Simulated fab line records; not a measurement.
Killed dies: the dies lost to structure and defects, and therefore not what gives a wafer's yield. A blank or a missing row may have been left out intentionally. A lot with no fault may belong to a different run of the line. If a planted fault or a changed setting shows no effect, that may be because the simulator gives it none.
A lot that was struck, set against a sound lot + flow n5 finfet + 12 steps out of a route of 1938
Sound: wafers L482.1, L482.2, L482.6. Struck: wafers L488.2, L488.4. (L488.5 of the same lot was not struck and is left out.) The cause comes at the end.
Per side, at each step with rows, come the tool, then ch with its chambers, and then its first start. Under that, the readings that differ: sound wafers + struck wafers + difference of the means + sigmas: that difference in standard deviations of wafers without a fault.
alike: a reading whose means differ by less than 2 such deviations, as well as words and numbers matching on both sides. not compared: withheld readings; readings where some wafer has no value; bounds like >300 that might hide an equal value; numbers whose values overlap and for which the record gives no deviation.
The two part at a step that has a row with sigmas, a row that says differs or no value, or rows on one side only. Numbers that have no deviation but don't overlap get no sigmas and don't part them. Lack of a reading on every wafer of one side parts them only where that side has two or more wafers.

first, 9 steps without rows for these wafers: N5_BEOL_M1_DEVELOP_27 (develop time 30 s); N5_BEOL_M1_DESCUM_33 (chemistry O2, time 7 s); N5_BEOL_M1_ETCH_77 (etches underlayer in N2/H2, target depth 6.5 nm, time 5.2 s); N5_BEOL_M1_ETCH_69 (etches SiARC in CF4, target depth 15.6 nm, time 26 s); N5_BEOL_M1_ALD_98 (deposits SiO2, target thk 2.5 nm, pulse time 1 s, co reactant pulse time 1 s); N5_BEOL_M1_ETCHBACK_99 (etches SiO2 in CHF3, target depth 5 nm, time 10.4 s); N5_BEOL_M1_ETCH_70 (etches SOC in N2/H2, target depth 80 nm, overetch 16 nm, time 120 s); N5_BEOL_M1_STRIP_71 (strips in N2/H2); N5_BEOL_M1_STRIP_78 (strips in N2/H2).
N5_BEOL_M1_VIA_ETCH_34: etches the open film in C4F6/O2, target depth 67.8 nm, time 64.4 s.
  sound on rie diel-01 ch 1,3, day 8 23:10; struck on rie diel-01 ch 1,3, day 10 02:34
| reading                                  | sound            | struck      | difference | sigmas |
|------------------------------------------|------------------|-------------|------------|--------|
| model.etch.depth nm (nm)                 | 68.33 67.1 66.91 | 57.44 56.13 | -10.66     |        |
| model.SOC_of_BEOL_M1_COAT_67.thk nm (nm) | 52.2 52.4 52.4   | 53.4 53.6   | +1.2       |        |
  alike: C4F6_flow_sccm, drypump motor current A, oes product au, rf vpp V, showerhead plenum p Torr, throttle valve pct
  not compared: rf hours counter h
then, 1 step without rows for these wafers: N5_BEOL_M1_STRIP_83 (strips in C4F6/O2).
N5_BEOL_M4_RC_MEAS_101:
  sound on prober-01 ch 0, day 10 09:34; struck on prober-01 ch 0, day 11 18:17
| reading   | sound                | struck        | difference | sigmas |
|-----------|----------------------|---------------|------------|--------|
| VT_P (mV) | -246.2 -251.7 -250.8 | -257.6 -254.0 | -6.2       | -2     |
  alike: DIBL_N, DIBL_P, IOFF_N, IOFF_P, ION_N, ION_P, SS_N, SS_P, VT_N

== WHERE THEY PART ==
Only at N5_BEOL_M4_RC_MEAS_101, within this record.

WHY: whatever the simulator had introduced
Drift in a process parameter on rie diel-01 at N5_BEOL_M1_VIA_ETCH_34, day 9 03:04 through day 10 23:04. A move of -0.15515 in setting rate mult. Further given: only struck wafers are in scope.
